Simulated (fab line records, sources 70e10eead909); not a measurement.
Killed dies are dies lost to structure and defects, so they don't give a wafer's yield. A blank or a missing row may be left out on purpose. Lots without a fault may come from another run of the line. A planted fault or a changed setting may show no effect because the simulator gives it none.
Which tool did it? | flow nand_harc | 11 lots, 33 wafers sampled, at 3 steps of a route of 1159

WHAT THE GAUGES READ, wafer by wafer
NHARC_A_M1_CD_MEAS_09: target cd 120 nm.
lot  | measured     | on        | cd_nm (nm)
L831 | day 17 22:50 | cd_sem-02 | 119.4 120.6 118.8
L834 | day 18 03:58 | cd_sem-03 | 120.5 120.8 120.4
L833 | day 18 04:24 | cd_sem-02 | 119.9 119.9 119.7
L835 | day 18 19:01 | cd_sem-01 | 120.3 121.4 121.4
L837 | day 19 06:10 | cd_sem-02 | 119.3 120.8 120.5
L841 | day 19 23:59 | cd_sem-03 | 119.0 118.9 120.2
L842 | day 20 15:53 | cd_sem-03 | 119.0 119.0 119.6
L847 | day 21 16:30 | cd_sem-02 | 120.7 119.8 120.9
L846 | day 21 17:39 | cd_sem-02 | 85.6 85.4 86.2
L848 | day 22 05:30 | cd_sem-01 | 120.1 120.0 119.9
L850 | day 22 10:07 | cd_sem-02 | 94.0 93.6 94.4

WHICH TOOL RAN EACH LOT (tool, then ch and the chambers of the sampled wafers, then the start)
lot  | NHARC_A_M0_ETCH_34                 | NHARC_A_M1_EXPOSE_06
L831 | rie_diel-04 ch 2,3, day 17 19:01   | arfi_scanner-02 ch 0, day 17 22:41
L834 | rie_diel-04 ch 0,3, day 17 23:43   | arfi_scanner-01 ch 0, day 18 03:49
L833 | rie_diel-04 ch 0,1,3, day 18 00:36 | arfi_scanner-03 ch 0, day 18 04:16
L835 | rie_diel-10 ch 1,2,3, day 18 14:54 | arfi_scanner-03 ch 0, day 18 18:53
L837 | rie_diel-12 ch 0,1,3, day 19 02:20 | arfi_scanner-02 ch 0, day 19 06:01
L841 | rie_diel-04 ch 0,2,3, day 19 20:01 | arfi_scanner-01 ch 0, day 19 23:50
L842 | rie_diel-12 ch 0,2,3, day 20 11:56 | arfi_scanner-03 ch 0, day 20 15:44
L847 | rie_diel-04 ch 0,1, day 21 12:46   | arfi_scanner-03 ch 0, day 21 16:22
L846 | rie_diel-04 ch 1,3, day 21 13:57   | arfi_scanner-03 ch 0, day 21 17:31
L848 | rie_diel-04 ch 0,1,2, day 22 01:49 | arfi_scanner-01 ch 0, day 22 05:22
L850 | rie_diel-12 ch 1,2,3, day 22 06:18 | arfi_scanner-03 ch 0, day 22 09:59
- NHARC_A_M0_ETCH_34: etches the open film in N2/H2, target depth 40 nm, overetch 12 nm, time 43.94 s.
- NHARC_A_M1_EXPOSE_06: exposes mask A M1, target cd 120 nm.

THE ANSWER, worked out from the rows above alone
Rule: what is usual is taken from the lots themselves. Put in order of their means at a reading, lots are off if they are a third of the lots or fewer, leave a main group of 4 or more, and stand apart from it by a gap of 3 or more times the standard deviation of the main group's means; of several such gaps the widest counts. A main group whose means are all the same, to the digits that the tables above print for the reading, isn't used. A lot without any number at a reading at which 4 lots or more have one is off too. The other lots that the step has rows for count as sound.
Off: L846, L850, at NHARC_A_M1_CD_MEAS_09 (cd_nm). The main group: mean 120.0 nm, standard deviation 0.56.
A tool fits if, at a process step before that reading, it ran every lot that is off, and no sound lot after the first of them. The gauges at NHARC_A_M1_CD_MEAS_09 are tried like those tools. Can't be told from this: 2 tools fit, arfi_scanner-03 at NHARC_A_M1_EXPOSE_06, cd_sem-02 at NHARC_A_M1_CD_MEAS_09.

WHAT THE SIMULATOR HAD PUT IN
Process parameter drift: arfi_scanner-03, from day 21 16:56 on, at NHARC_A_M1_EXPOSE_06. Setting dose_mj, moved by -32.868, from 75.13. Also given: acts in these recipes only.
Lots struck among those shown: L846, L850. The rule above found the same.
